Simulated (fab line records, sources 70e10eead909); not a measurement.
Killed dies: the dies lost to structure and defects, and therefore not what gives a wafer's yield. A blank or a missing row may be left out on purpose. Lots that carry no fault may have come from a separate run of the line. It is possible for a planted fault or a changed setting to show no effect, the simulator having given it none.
Problem report in the 8D (eight disciplines) form, filled by code :: flow nand-harc :: the parts of the form that need people (team, actions taken, sign-off) are left out

## 1. PROBLEM STATEMENT
Mean of killed-at-array at NHARC_END_SORT_01: 672 across 2 wafers in 2 lots; on wafers with no fault it is 53 (standard deviation 18). Relative to the usual mean, that is a shift of +34 standard deviations.
The first sign was on wafer L832.2 at day 29 07:34, on prober-01. The record has a number at this step for 6 wafers belonging to 2 lots. Rule for "out" (also "out of limits"): further than 4 standard deviations from the usual mean. The other wafers with a number count as sound.

## 2. WHAT THIS IS AND IS NOT
question: which readings at this step
is: killed-at-array, killed-dies
is not: killed-at-other, killed-at-periphery, killed-short

question: which lots
is: L832, L836
is not: -

question: which wafers of those lots
is: L832.2, L836.3
is not: L832.1, L832.6, L836.5, L836.6

question: read on which gauges
is: prober-01
is not: -

question: when
is: from day 29 07:34
is not: up to then (1 sound wafer); but 3 sound wafers of L832, L836 came after

## 3. THE SUSPECTS, EACH WITH WHAT RULES IT OUT
Counting: if a tool at a process step up to the reading ran every lot that is out, it stays a suspect. Sound lots after the first of them don't rule it out here, since some wafers of a struck lot are sound.
- the gauge at NHARC_END_SORT_01 has been ruled out. All the wafers that are out were read on prober-01, but those of them that NHARC_A_CONTACT_ETCH_49 has rows for are out there too, on other tools.
- rie-diel-12 at NHARC_A_CONTACT_ETCH_49 (etches the open film in N2/H2, target depth 260 nm, time 475.3 s): kept. It ran every lot that is out, first L832 (day 26 07:23). Out on those wafers are its own readings of run-length-s.
- rie-diel-12 at NHARC_A_CONTACT_ETCH_51 (etches the open film in O2/COS, target depth 7000 nm, time 1820 s): kept. It ran every lot that is out, first L832 (day 26 09:45). With no start given for some of its lots, NHARC_A_CONTACT_ETCH_51 uses the hours and lot order of NHARC_A_CONTACT_ETCH_114.
- har-cap-etch-02 at NHARC_A_CONTACT_ETCH_114 (etches the open film in C4F8/O2/Ar, time 190 s, target depth 1850 nm): kept. It ran every lot that is out, first L832 (day 26 09:45).
rie-diel-12 at NHARC_A_CONTACT_ETCH_49, rie-diel-12 at NHARC_A_CONTACT_ETCH_51 and har-cap-etch-02 at NHARC_A_CONTACT_ETCH_114 are what is left after counting.

## 4. THE CAUSE (what the simulator had put in)
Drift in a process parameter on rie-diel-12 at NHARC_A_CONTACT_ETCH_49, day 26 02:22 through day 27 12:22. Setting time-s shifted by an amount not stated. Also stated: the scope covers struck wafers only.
Counting left 3 suspects, and this tool is among them.

## 5. THE CHAIN OF EFFECTS, in route order
One row per reading whose mean, taken over the struck wafers that have a number, lies over 3 standard deviations from the usual. Only readings whose record carries a usual standard deviation are examined. hours: median over the lots of the time between each lot's start at the first step of this table that gives one and its start at this step. sigmas: the change, counted in usual standard deviations.
hours: 0
step: NHARC_A_CONTACT_ETCH_49
reading: run-length-s
usual: 496.7 s
on struck wafers: 292.7
change: -204.0
sigmas: -99 or more

hours: 69
step: NHARC_END_SORT_01
reading: killed-at-array
usual: 53
on struck wafers: 672
change: +620
sigmas: +34

hours: 69
step: NHARC_END_SORT_01
reading: killed-dies
usual: 58
on struck wafers: 677
change: +619
sigmas: +34
Its process steps:
- NHARC_A_CONTACT_ETCH_49: etches the open film in N2/H2, target depth 260 nm, time 475.3 s.

## 6. HOW IT WOULD HAVE BEEN CAUGHT EARLIER
In this record the first reading out of limits at a measuring or inspecting step was taken at day 29 07:34, 77 hours after the fault began at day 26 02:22.
Tool's own readings at NHARC_A_CONTACT_ETCH_49, run-length-s: out on all struck wafers the step has rows for; an alarm limit on them would have tripped on the first.
All the lots that are out (2) had begun NHARC_A_CONTACT_ETCH_49 on rie-diel-12 by day 29 07:34. Had the tool been put on hold then, not one of them would have been saved.
